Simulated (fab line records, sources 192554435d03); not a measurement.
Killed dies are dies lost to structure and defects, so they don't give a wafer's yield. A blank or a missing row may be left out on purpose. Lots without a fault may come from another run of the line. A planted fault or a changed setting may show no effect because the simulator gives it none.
Which tool did it? | flow n5_finfet | 11 lots, 33 wafers sampled, at 5 steps of a route of 1938

WHAT THE GAUGES READ, wafer by wafer
The record holds no reading of a measuring or inspecting step that can be judged against a usual standard deviation.

WHICH TOOL RAN EACH LOT (tool, then ch and the chambers of the sampled wafers, then the start)
lot  | N5_MOL_CONTACT_COAG_WET_ETCH_116    | N5_BEOL_M15_PRE_CLEAN_42     | N5_MIM_TOP_ETCH_STRIP_01           | N5_MIM_TOP_ETCH_PECVD_03        | N5_PASSIVATION_PROBE_49
L309 | wet_bench-01 ch 2,5,6, day 5 17:34  | pvd_sputter-03, day 12 20:52 | rie_diel-02 ch 0,1,2, day 13 03:14 | pecvd-04 ch 0,2, day 13 03:17   | -
L311 | wet_bench-01 ch 4,5,7, day 6 00:16  | pvd_sputter-02, day 12 17:13 | rie_diel-02 ch 1,3, day 12 23:15   | pecvd-01 ch 0,1,2, day 12 23:19 | -
L312 | wet_bench-01 ch 2,3,6, day 6 05:05  | pvd_sputter-03, day 13 19:17 | rie_diel-04 ch 0,1,2, day 14 00:36 | pecvd-01 ch 0,1, day 14 00:40   | -
L314 | wet_bench-01 ch 1,3,4, day 6 11:06  | pvd_sputter-02, day 14 01:52 | rie_diel-06 ch 2,3, day 14 06:40   | pecvd-01 ch 0,2, day 14 06:44   | -
L315 | wet_bench-01 ch 0,1,2, day 6 13:50  | pvd_sputter-02, day 14 02:29 | rie_diel-02 ch 1,3, day 14 09:26   | pecvd-02 ch 0,2, day 14 09:29   | -
L317 | wet_bench-06 ch 0,2,5, day 7 06:07  | pvd_sputter-03, day 14 13:38 | rie_diel-06 ch 0,1,3, day 14 20:01 | pecvd-04 ch 0,2, day 14 20:05   | -
L318 | wet_bench-01 ch 1,4,7, day 7 13:49  | pvd_sputter-01, day 14 10:11 | rie_diel-04 ch 0,1, day 14 15:35   | pecvd-02 ch 0,2, day 14 15:39   | -
L320 | wet_bench-02 ch 3,5,7, day 8 05:49  | pvd_sputter-01, day 15 05:01 | rie_diel-02 ch 0,1, day 15 11:23   | pecvd-02 ch 0,2, day 15 11:26   | -
L321 | wet_bench-06 ch 2,5,6, day 8 12:51  | pvd_sputter-01, day 16 02:47 | rie_diel-02 ch 0,1,3, day 16 07:55 | pecvd-04 ch 0,1,2, day 16 07:59 | -
L323 | wet_bench-01 ch 1,6,7, day 8 22:17  | pvd_sputter-02, day 16 11:47 | rie_diel-02 ch 0,1,2, day 16 17:07 | pecvd-01 ch 0,1,2, day 16 17:11 | prober-01, day 17 02:36
L330 | wet_bench-02 ch 1,3,4, day 10 16:09 | pvd_sputter-01, day 18 08:37 | rie_diel-04 ch 1,2,3, day 18 17:08 | pecvd-01 ch 0,1,2, day 18 17:11 | -
- N5_MOL_CONTACT_COAG_WET_ETCH_116: etches the open film in SC1-inhibited, target depth 4.6 nm, rinse time 30 s.
- N5_BEOL_M15_PRE_CLEAN_42: time 30 s.
- N5_MIM_TOP_ETCH_STRIP_01: strips in O2.
- N5_MIM_TOP_ETCH_PECVD_03: deposits SiNx from SiH4/NH3/N2, target thk 20 nm, time 17.6 s.
- N5_PASSIVATION_PROBE_49

WHAT THE TOOLS THEMSELVES READ (means of the sampled wafers that have a number; where no wafer has one, the mark that the record gives instead)
N5_BEOL_M15_PRE_CLEAN_42. Usual: heater_power_w 446 W, standard deviation 43.
lot  | tool           | heater_power_w (W) | flag
L309 | pvd_sputter-03 | 450                |
L311 | pvd_sputter-02 | 512                |
L312 | pvd_sputter-03 | 410                |
L314 | pvd_sputter-02 | 448                |
L315 | pvd_sputter-02 | 444                |
L317 | pvd_sputter-03 | 416                |
L318 | pvd_sputter-01 | 452                |
L320 | pvd_sputter-01 | 453                |
L321 | pvd_sputter-01 | 449                |
L323 | pvd_sputter-02 | 476                |
L330 | pvd_sputter-01 | 449                |

N5_MIM_TOP_ETCH_STRIP_01. Usual: drypump_motor_current_A 5.9 A, standard deviation 0.36; oes_product_au 0.83 a.u., standard deviation 0.085; rf_vpp_V 3.8 V, standard deviation 1.4; showerhead_plenum_p_Torr 2.15 Torr, standard deviation 0.066; throttle_valve_pct 16.61 %, standard deviation 0.22.
lot  | tool        | drypump_motor_current_A (A) | oes_product_au (a.u.) | rf_vpp_V (V) | showerhead_plenum_p_Torr (Torr) | throttle_valve_pct (%) | flag
L309 | rie_diel-02 | 5.9                         | 0.85                  | 4.4          | 2.14                            | 16.59                  |
L311 | rie_diel-02 | 5.9                         | 0.81                  | 3.5          | 2.12                            | 16.76                  |
L312 | rie_diel-04 | 5.8                         | 0.88                  | 4.3          | 2.17                            | 16.67                  |
L314 | rie_diel-06 | 5.9                         | 0.73                  | 5.5          | 2.14                            | 16.71                  |
L315 | rie_diel-02 | 5.9                         | 0.79                  | 3.1          | 2.12                            | 16.80                  |
L317 | rie_diel-06 | 5.9                         | 0.85                  | 2.4          | 2.12                            | 16.63                  |
L318 | rie_diel-04 | 5.9                         | 0.93                  | 4.2          | 2.11                            | 16.51                  |
L320 | rie_diel-02 | 6.1                         | 0.78                  | 4.9          | 2.12                            | 16.73                  |
L321 | rie_diel-02 | 6.1                         | 0.83                  | 4.4          | 2.14                            | 16.68                  |
L323 | rie_diel-02 | 5.9                         | 0.81                  | 2.6          | 2.13                            | 16.67                  |
L330 | rie_diel-04 | 5.5                         | 0.80                  | 3.6          | 2.11                            | 16.64                  |

N5_MIM_TOP_ETCH_PECVD_03. Usual: heater_power_outer_w 455 W, standard deviation 61; heater_power_w 776 W, standard deviation 88; showerhead_plenum_p_Torr 5.15 Torr, standard deviation 0.063; showerhead_vpp_V 1089 V, standard deviation 47; throttle_valve_pct 40.6 %, standard deviation 1.8.
lot  | tool     | heater_power_outer_w (W) | heater_power_w (W) | showerhead_plenum_p_Torr (Torr) | showerhead_vpp_V (V) | throttle_valve_pct (%) | flag
L309 | pecvd-04 | 473                      | 764                | 5.13                            | 1077                 | 40.6                   |
L311 | pecvd-01 | 450                      | 771                | 5.13                            | 1074                 | 40.6                   |
L312 | pecvd-01 | 485                      | 826                | 5.17                            | 1066                 | 41.0                   |
L314 | pecvd-01 | 435                      | 749                | 5.14                            | 1114                 | 40.1                   |
L315 | pecvd-02 | 467                      | 763                | 5.16                            | 1121                 | 38.5                   |
L317 | pecvd-04 | 471                      | 776                | 5.13                            | 1068                 | 40.6                   |
L318 | pecvd-02 | 404                      | 706                | 5.16                            | 1162                 | 38.2                   |
L320 | pecvd-02 | 446                      | 747                | 5.16                            | 1131                 | 38.4                   |
L321 | pecvd-04 | 478                      | 790                | 5.18                            | 1084                 | 42.8                   |
L323 | pecvd-01 | 462                      | 791                | 5.13                            | 1077                 | 40.6                   |
L330 | pecvd-01 | 470                      | 819                | 5.13                            | 1085                 | 40.9                   |

N5_PASSIVATION_PROBE_49. Usual: defect_limited_yield 91.7 %, standard deviation 1.5; killed_at_M0_to_M3 32, standard deviation 10; killed_at_M4_up 14, standard deviation 5.3; killed_at_contacts 13, standard deviation 5.7; killed_at_front_end 37, standard deviation 10; killed_at_other 3.3, standard deviation 2.5; killed_dies 98, standard deviation 18; killed_open 65, standard deviation 13; killed_short 31, standard deviation 7.5; sort_bin_5_function 4.9 %, standard deviation 0.91; sort_bin_6_memory 3.1 %, standard deviation 0.71; sort_n_pass 1082, standard deviation 18; sort_yield_pct 91.7 %, standard deviation 1.5.
lot  | tool      | defect_limited_yield (%) | killed_at_M0_to_M3 | killed_at_M4_up | killed_at_contacts | killed_at_front_end | killed_at_other | killed_dies | killed_open | killed_short | sort_bin_5_function (%) | sort_bin_6_memory (%) | sort_n_pass | sort_yield_pct (%) | flag
L323 | prober-01 | 88.2                     | 38                 | 15              | 56                 | 27                  | 3.0             | 139         | 54          | 31           | 6.7                     | 3.4                   | 1041        | 88.2               | OFF

THE ANSWER, worked out from the rows above alone
Rule: a lot is off if the mean of its wafers that have a number lies more than 3 standard deviations from the usual mean. A lot without any number at a reading at which 4 lots or more have one is off too. The other lots that the step has rows for count as sound. The gauges are gone through in route order, then the tools' own readings, and for those a lot's mean is taken as printed above. The first step at which some lot is off is used, and at that step the reading that is off furthest; a lot without a number counts as furthest.
Off: L323, at N5_PASSIVATION_PROBE_49 (killed_at_contacts). Neither off nor sound, because the step has no rows for them: L309, L311, L312, L314, L315, L317, L318, L320, L321, L330.
A tool fits if, at that step or a process step before it, it ran every lot that is off, and no sound lot after the first of them. Can't be told from this: 5 tools fit, wet_bench-01 at N5_MOL_CONTACT_COAG_WET_ETCH_116, pvd_sputter-02 at N5_BEOL_M15_PRE_CLEAN_42, rie_diel-02 at N5_MIM_TOP_ETCH_STRIP_01, pecvd-01 at N5_MIM_TOP_ETCH_PECVD_03, prober-01 at N5_PASSIVATION_PROBE_49.

WHAT THE SIMULATOR HAD PUT IN
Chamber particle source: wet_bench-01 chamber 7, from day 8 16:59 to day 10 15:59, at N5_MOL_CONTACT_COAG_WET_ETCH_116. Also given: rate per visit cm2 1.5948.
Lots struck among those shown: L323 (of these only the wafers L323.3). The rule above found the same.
